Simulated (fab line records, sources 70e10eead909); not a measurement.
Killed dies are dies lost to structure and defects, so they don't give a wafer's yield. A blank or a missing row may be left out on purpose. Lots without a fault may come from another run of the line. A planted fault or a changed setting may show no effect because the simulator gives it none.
A struck lot beside a sound one | flow nand_harc | 36 steps out of a route of 1302
Sound: wafers L883.3, L883.5, L883.6. Struck: wafer L888.3. (L888.5, L888.6 of the same lot were not struck and are left out.) The cause comes at the end.
At each step with rows: each side's tool, then ch and its chambers, then its first start. Under that, the readings that differ: sound wafers | struck wafers | difference of the means | sigmas: that difference in standard deviations of wafers without a fault.
alike: readings whose means differ by less than 2 such deviations, and words and numbers that are the same on both sides. not compared: withheld readings, readings that some wafer has no value for, bounds like >300 that may hide the same value, and numbers for which the record gives no deviation and whose values overlap.
The two part at a step that has a row with sigmas, a row that says differs or no value, or rows on one side only. Numbers that don't overlap but have no deviation are shown without sigmas and don't part them. A reading that every wafer of one side lacks parts them only if that side has two wafers or more.

NHARC_P_START_INSPECT_01:
  sound on defect_inspect-01, day 3 02:02; struck on defect_inspect-01, day 5 04:02
  alike: raw_defect_count
then, 2 steps without rows for these wafers: NHARC_P_ZERO_WELL_PRECLEAN_00 (cleans in SPM, time 600 s); NHARC_P_ZERO_WELL_SRD_01.
NHARC_P_ZERO_WELL_PECVD_02: deposits SiO2, target thk 10 nm.
  sound on pecvd-04 ch 0,1,2, day 3 02:29; struck on pecvd-03 ch 0,1,2, day 5 04:31
then, 9 steps without rows for these wafers: NHARC_P_ZERO_WELL_DEHYDRATE_03 (time 120 s); NHARC_P_ZERO_WELL_HMDS_04 (time 30 s); NHARC_P_ZERO_WELL_COAT_64 (time 65 s); NHARC_P_ZERO_WELL_COAT_05 (resist thk 600 nm); NHARC_P_ZERO_WELL_SOFTBAKE_06 (time 70 s); NHARC_P_ZERO_WELL_EBR_07; NHARC_P_ZERO_WELL_EXPOSE_08 (exposes mask P ZERO, target cd 500 nm); NHARC_P_ZERO_WELL_PEB_09 (peb time 80 s); NHARC_P_ZERO_WELL_DEVELOP_10 (time 50 s).
NHARC_P_ZERO_WELL_CD_MEAS_11: target cd 500 nm.
  sound on cd_sem-03 ch 0, day 3 03:09; struck on cd_sem-03 ch 0, day 5 05:14
  alike: cd_nm
then, 1 step without rows for these wafers: NHARC_P_ZERO_WELL_HARDBAKE_12 (time 65 s).
NHARC_P_ZERO_WELL_DESCUM_13: chemistry O2, time 3 s.
  sound on rie_diel-02 ch 1,2,3, day 3 03:19; struck on rie_diel-02 ch 3, day 5 05:25
  reading      | sound          | struck | difference | sigmas
  rf_vpp_V (V) | 59.0 58.7 57.7 | 56.2   | -2.3       | -2
  alike: chamber_pressure_mTorr, drypump_motor_current_A, oes_product_au, showerhead_plenum_p_Torr, throttle_valve_pct
  not compared: rf_hours_counter_h
NHARC_P_ZERO_WELL_ETCH_65: etches the open film in N2/H2, target depth 80 nm, overetch 24 nm, time 87.88 s.
  sound on rie_diel-02 ch 1,2, day 3 03:23; struck on rie_diel-02 ch 0, day 5 05:31
  alike: chamber_pressure_mTorr, drypump_motor_current_A, oes_product_au, rf_fwd_power_W, rf_vpp_V, showerhead_plenum_p_Torr, throttle_valve_pct
  not compared: rf_hours_counter_h
NHARC_P_ZERO_WELL_ETCH_62: etches the open film in CHF3/Ar, target depth 13 nm, time 6.5 s.
  sound on rie_diel-02 ch 2,3; struck on rie_diel-02 ch 3
  reading            | sound             | struck | difference | sigmas
  rf_fwd_power_W (W) | 489.9 487.1 485.6 | 492.3  | +4.8       | +2
  alike: chamber_pressure_mTorr, drypump_motor_current_A, oes_product_au, rf_vpp_V, showerhead_plenum_p_Torr, throttle_valve_pct
  not compared: rf_hours_counter_h
NHARC_P_ZERO_WELL_ETCH_63: etches the open film in HBr/Cl2, target depth 120 nm, time 40.1 s.
  sound on rie_si-01 ch 0,1, day 3 03:34; struck on rie_si-05 ch 0, day 5 05:43
  reading               | sound             | struck | difference | sigmas
  oes_product_au (a.u.) | 0.983 0.994 0.989 | 1.017  | +0.028     | +2
  alike: chamber_pressure_mTorr, drypump_motor_current_A, rf_fwd_power_W, throttle_valve_pct
  not compared: rf_hours_counter_h
then, 9 steps without rows for these wafers: NHARC_P_ZERO_WELL_STRIP_15 (strips in SPM, time 900 s); NHARC_P_ZERO_WELL_DEHYDRATE_16 (time 120 s); NHARC_P_ZERO_WELL_HMDS_17 (time 30 s); NHARC_P_ZERO_WELL_COAT_18; NHARC_P_ZERO_WELL_SOFTBAKE_19 (time 95 s); NHARC_P_ZERO_WELL_EBR_20; NHARC_P_ZERO_WELL_EXPOSE_21 (exposes mask P NWELL, target cd 720 nm); NHARC_P_ZERO_WELL_PEB_22 (peb time 85 s); NHARC_P_ZERO_WELL_DEVELOP_23 (time 70 s).
NHARC_P_ZERO_WELL_CD_MEAS_24: target cd 720 nm.
  sound on cd_sem-03 ch 0, day 3 04:29; struck on cd_sem-02 ch 0, day 5 06:38
  alike: cd_nm
then, 1 step without rows for these wafers: NHARC_P_ZERO_WELL_HARDBAKE_25 (time 80 s).
NHARC_P_ZERO_WELL_DESCUM_26: chemistry O2, time 3 s.
  sound on rie_diel-13 ch 0,1,3, day 3 04:40; struck on rie_diel-02 ch 0, day 5 06:49
  reading      | sound          | struck | difference | sigmas
  rf_vpp_V (V) | 59.3 58.5 58.4 | 55.8   | -2.9       | -3
  alike: chamber_pressure_mTorr, drypump_motor_current_A, oes_product_au, showerhead_plenum_p_Torr, throttle_valve_pct
  not compared: rf_hours_counter_h
then, 2 steps without rows for these wafers: NHARC_P_ZERO_WELL_IMPLANT_27; NHARC_P_ZERO_WELL_IMPLANT_57.
NHARC_P_ZERO_WELL_INSPECT_43:
  sound on defect_inspect-02, day 3 09:35; struck on defect_inspect-01, day 5 11:48
  reading          | sound   | struck | difference | sigmas
  raw_defect_count | 27 20 7 | 585    | +567       | +93
NHARC_P_STI_INSPECT_11:
  sound on defect_inspect-02, day 4 01:08; struck on defect_inspect-01, day 6 04:11
  reading          | sound | struck | difference | sigmas
  raw_defect_count | 7 9 9 | 576    | +568       | +99 or more
-- the record jumps here: 22 days lie between the struck wafers' starts before and after (it left off in module P_STI and takes up again in module END, whose first step shown is number 1302 of the route) --
NHARC_END_SORT_01:
  the record has rows for the struck wafers here (prober-02 ch 0, day 28 03:46) and none for the sound ones

WHERE THEY PART
First at NHARC_P_ZERO_WELL_DESCUM_13; last, within this record, at NHARC_END_SORT_01.

WHY: what the simulator had put in
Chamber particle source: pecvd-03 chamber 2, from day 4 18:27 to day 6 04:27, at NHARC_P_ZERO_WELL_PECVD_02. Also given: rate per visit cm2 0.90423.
